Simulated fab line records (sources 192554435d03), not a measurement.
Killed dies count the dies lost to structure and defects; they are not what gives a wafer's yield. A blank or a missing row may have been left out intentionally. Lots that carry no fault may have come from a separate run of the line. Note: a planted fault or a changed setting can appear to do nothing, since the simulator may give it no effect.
The same fault as seen by 2 desks -- flow n5_finfet -- only its own numbers are on each desk; what lay behind them is given at the end

AT THE METROLOGY DESK
Means of the sampled wafers that have a number, per lot and without regard to the tool the lot ran on: this is what the gauges read. Marked OUT: a lot whose mean sits more than 4 standard deviations from the usual mean, which makes it out of limits; the brackets give that distance. Only the readings that lie furthest out on some lot appear, 7 of the 11 it has.
Columns: A = trench_depth_nm at N5_FIN_SAQP_OCD_MEAS_76, usual 120.3 nm; B = DIBL_P at N5_BEOL_M4_RC_MEAS_101, usual 36.4 mV/V; C = IOFF_N at N5_BEOL_M4_RC_MEAS_101, usual 0.164 nA/um; D = IOFF_P at N5_BEOL_M4_RC_MEAS_101, usual 0.214 nA/um; E = ION_N at N5_BEOL_M4_RC_MEAS_101, usual 675 uA/um; F = ION_P at N5_BEOL_M4_RC_MEAS_101, usual 463 uA/um; G = VT_P at N5_BEOL_M4_RC_MEAS_101, usual -250.1 mV
lot,first seen here,A,B,C,D,E,F,G
L296,day 2 01:47,120.4,36.1,0.146,0.181,671,454,-255.4
L297,day 2 08:34,119.3,35.4,0.148,0.218,669,465,-248.3
L299,day 2 20:21,121.1,35.5,0.133,0.159,661,447,-255.2
L301,day 3 09:17,120.4,35.1,0.167,0.204,680,462,-251.4
L304,day 4 01:52,120.3,38.1,0.154,0.248,668,466,-245.5
L310,day 5 14:49,123.0,38.6,0.190,0.242,677,463,-249.6
L312,day 6 02:41,119.4,35.3,0.165,0.203,681,463,-251.2
L317,day 7 09:17,118.3,34.9,0.154,0.177,674,457,-253.8
L318,day 7 14:25,118.5,36.4,0.151,0.212,665,462,-250.1
Result from this desk: across the 9 lots, nothing is out of limits.

THE TOOL OWNER'S DESK: litho_track-01
The tool's own readings at N5_FIN_CUT_COAT_18 (time 60 s, resist thk 230 nm): means of the sampled wafers that have a number, for each lot that ran on this tool. Marked OUT: a lot whose mean sits more than 4 standard deviations from the usual mean, which makes it out of limits; the brackets give that distance.
Columns: A = spin_speed_rpm at N5_FIN_CUT_COAT_18, usual 1500.1 rpm
lot,first seen here,A
L296,day 2 01:50,1498.6
L297,day 2 08:37,1500.6
L310,day 5 14:53,1357.2 (-99 or more) OUT
L312,day 6 02:46,1356.2 (-99 or more) OUT
This desk finds L310, L312 out of limits, L310 being first, at day 5 14:53 (spin_speed_rpm at N5_FIN_CUT_COAT_18). Within limits: L296, L297.

ALL TOGETHER
The tool owner's desk had the chance to raise an alarm at day 5 14:53 on L310, L312.
From the metrology desk's view, nothing was out of limits.
The metrology desk has L310, L312 on record, within its limits.
Every lot named ran N5_FIN_CUT_COAT_18 on litho_track-01.

WHAT THE SIMULATOR HAD PUT IN
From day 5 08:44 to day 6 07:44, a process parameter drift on litho_track-01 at N5_FIN_CUT_COAT_18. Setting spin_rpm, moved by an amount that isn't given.
Struck lots among those shown: L310, L312.
Each desk's first reading out of limits, in hours after the fault started: the tool owner's desk, 6.
